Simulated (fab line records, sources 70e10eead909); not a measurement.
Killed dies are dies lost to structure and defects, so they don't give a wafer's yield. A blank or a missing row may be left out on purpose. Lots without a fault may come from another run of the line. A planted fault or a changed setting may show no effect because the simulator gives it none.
Chamber matching | flow nand_harc | NHARC_A_STAIRCASE_ALD_415 on ald_hk-02: 4 sister chambers
The step deposits SiO2, target thk 30 nm, pulse time 6 s, ald cycles 300. 14 wafers are shown with their chamber, then 7 later ones without.

WAFERS WITH THEIR CHAMBER
wafer  | chamber | heater_power_w (W) | precursor_pulse_height_rel
L075.2 | 3       | 545                | 0.991
L075.4 | 2       | 451                | 0.980
L075.5 | 3       | 551                | 0.975
L079.1 | 3       | 543                | 1.003
L079.4 | 0       | 535                | 0.982
L079.5 | 1       | 501                | 0.991
L084.1 | 1       | 522                | 0.986
L084.3 | 0       | 519                | 1.002
L084.4 | 2       | 455                | 0.998
L091.3 | 3       | 566                | 0.993
L091.4 | 2       | 444                | 0.998
L091.5 | 0       | 508                | 0.967
L090.1 | 0       | 503                | 1.001
L090.4 | 1       | 533                | 0.985

SIGNATURES (means of the wafers above)
reading                    | chamber 0 | chamber 1 | chamber 2 | chamber 3 | scatter within a chamber
heater_power_w             | 516.25    | 518.67    | 450.00    | 551.25    | 12.3
precursor_pulse_height_rel | 0.98800   | 0.98733   | 0.99200   | 0.99050   | 0.0122
Rule: a wafer's distance from a chamber is the root of the sum, over the readings, of the square of ((its reading less the chamber's mean) divided by the reading's scatter). The wafer belongs to the nearest chamber; if the next one is less than 2 further off, it can't be placed. The scatter: the root of (the sum of the squares of (reading less its chamber's mean) over the shown wafers, divided by (wafers less chambers)).

WAFERS WITHOUT THEIR CHAMBER
wafer  | heater_power_w (W) | precursor_pulse_height_rel
L090.5 | 531                | 0.999
L093.1 | 552                | 1.034
L093.3 | 510                | 1.017
L093.5 | 552                | 1.031
L094.1 | 551                | 1.022
L094.3 | 530                | 1.019
L094.6 | 561                | 0.991

WHICH CHAMBER EACH WENT THROUGH
wafer  | from the rows above          | in truth
L090.5 | can't be placed: 1 or 0 or 3 | 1
L093.1 | can't be placed: 3 or 1 or 0 | 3
L093.3 | can't be placed: 0 or 1 or 3 | 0
L093.5 | can't be placed: 3 or 1 or 0 | 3
L094.1 | can't be placed: 3 or 1 or 0 | 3
L094.3 | can't be placed: 1 or 0 or 3 | 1
L094.6 | 3                            | 3
Placed correctly: 1 of 7. Can't be placed from these rows: 6 (the true chamber is among the candidates in 6). Placed wrongly: 0.
